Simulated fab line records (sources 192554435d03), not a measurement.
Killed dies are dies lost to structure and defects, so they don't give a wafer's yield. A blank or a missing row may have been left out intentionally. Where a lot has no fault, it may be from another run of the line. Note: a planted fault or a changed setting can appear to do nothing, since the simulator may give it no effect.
Lot-split experiment    flow n5-finfet    21 wafers read across 7 lots, on a route 1938 steps long

SPLIT DETAILS
At N5_BEOL_M13_EXPOSE_25 (exposes mask M13, target cd 210 nm), the setting dose-mj was moved away from the recipe's 22 on 5 of the 21 wafers read, by -6.7% to +2.9%. For the rest of the wafers, this setting stayed at what the recipe calls for.

FROM THE SPLIT TO THE READING: what the file shows between them, 2 steps
- N5_BEOL_M13_DEVELOP_27: develop time 45 s (also split here: develop-time-s)
- N5_BEOL_M13_HARDBAKE_32: time 120 s

THE READING
At N5_BEOL_M13_CD_MEAS_28: cd-nm in nanometres, against a target cd of 209.5 nm. On this fab line, fault-free wafers typically give 209.8 nm with a standard deviation of 1.1 nm.

wafer   tool, chamber at the split  dose-mj as run  against the recipe  cd-nm, nm  against lot-mates on the recipe
L075.1  krf-scanner-02, 0           22              recipe              210.4      -
L075.3  krf-scanner-02, 0           20.87           -5.1%               204.6      -5.8
L075.4  krf-scanner-02, 0           20.87           -5.1%               204.8      -5.6
L080.2  krf-scanner-01, 0           20.53           -6.7%               201.3      -7.9
L080.4  krf-scanner-01, 0           22              recipe              208.6      -
L080.6  krf-scanner-01, 0           22              recipe              209.9      -
L088.1  krf-scanner-01, 0           22              recipe              212.0      -
L088.3  krf-scanner-01, 0           22              recipe              211.0      -
L088.4  krf-scanner-01, 0           22              recipe              211.0      -
L090.3  krf-scanner-02, 0           22              recipe              209.6      -
L090.4  krf-scanner-02, 0           22              recipe              207.2      -
L090.6  krf-scanner-02, 0           22              recipe              209.6      -
L091.3  krf-scanner-02, 0           22              recipe              210.2      -
L091.5  krf-scanner-02, 0           22              recipe              208.9      -
L091.6  krf-scanner-02, 0           22              recipe              208.9      -
L093.2  krf-scanner-02, 0           22              recipe              209.6      -
L093.3  krf-scanner-02, 0           22.63           +2.9%               211.7      +2.1
L093.6  krf-scanner-02, 0           22.63           +2.9%               213.0      +3.4
L095.2  krf-scanner-02, 0           22              recipe              208.7      -
L095.3  krf-scanner-02, 0           22              recipe              209.1      -
L095.5  krf-scanner-02, 0           22              recipe              208.1      -

THE FIT
A straight line over all 21 wafers: cd-nm changes by +1.06 nm for each +1% of dose-mj; r = +0.91; the points scatter about the line by 1.1 nm.
The same after taking each lot's own level away (the mean of its wafers on the recipe; 21 wafers): +1.11 nm for each +1%; r = +0.97; scatter 0.67 nm.
Per that fit: largest dose-mj move, reading shift of 7.4 nm.
The span of the lots' own levels, 208.63 to 211.33 nm, comes to 2.5 times the standard deviation stated above.
The two slopes are in agreement: the lot-to-lot level therefore moves the slope only a little.
Check: for one of the wafers moved furthest among these (-6.7%), held out of the fit, the line's prediction against its lot-mates is -7.21 nm. Against them it came out at -7.95 nm.

OTHER SPLITS APPLIED TO THESE WAFERS
These wafers also went through other splits before the reading. Each is held against what the fit with the lots' levels taken away leaves over:
other split on the same wafers         wafers away from the commonest value  r with cd-nm (lot level and that fit taken away)
N5_BEOL_M8_TRENCH_ETCH_37 time-s       9                                     +0.09
N5_BEOL_M8_CURE_75 time-s              7                                     -0.04
N5_BEOL_M10_VIA_ETCH_34 time-s         6                                     +0.39
N5_BEOL_M10_TRENCH_ETCH_37 source-w    8                                     -0.46
N5_BEOL_M11_ILD_DEP_00 time-s          7                                     -0.07
N5_BEOL_M13_DEVELOP_27 develop-time-s  6                                     +0.38

THE WHOLE CHAIN: every reading that the file lists as answering this split, in the file's order
step                    what it does                                            reading                                                          change (the file's fit)               r (the file's)
N5_BEOL_M13_CD_MEAS_28  target cd 209.5 nm                                      cd-nm                                                            +1.14 nm for each +1% of the setting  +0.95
N5_BEOL_M13_DESCUM_33   chemistry O2, time 7.9 s                                BEOL_M13.cd-nm (the simulator's own value, which no gauge read)  +1.14 nm for each +1% of the setting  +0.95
N5_BEOL_M13_ETCH_67     etches SiARC in CF4, target depth 143 nm, time 238.3 s  BEOL_M13.cd-nm (the simulator's own value, which no gauge read)  +1.19 nm for each +1% of the setting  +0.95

FILE'S OWN FIT
cd-nm changes by +1.14 nm for each +1% of dose-mj, r = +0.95.
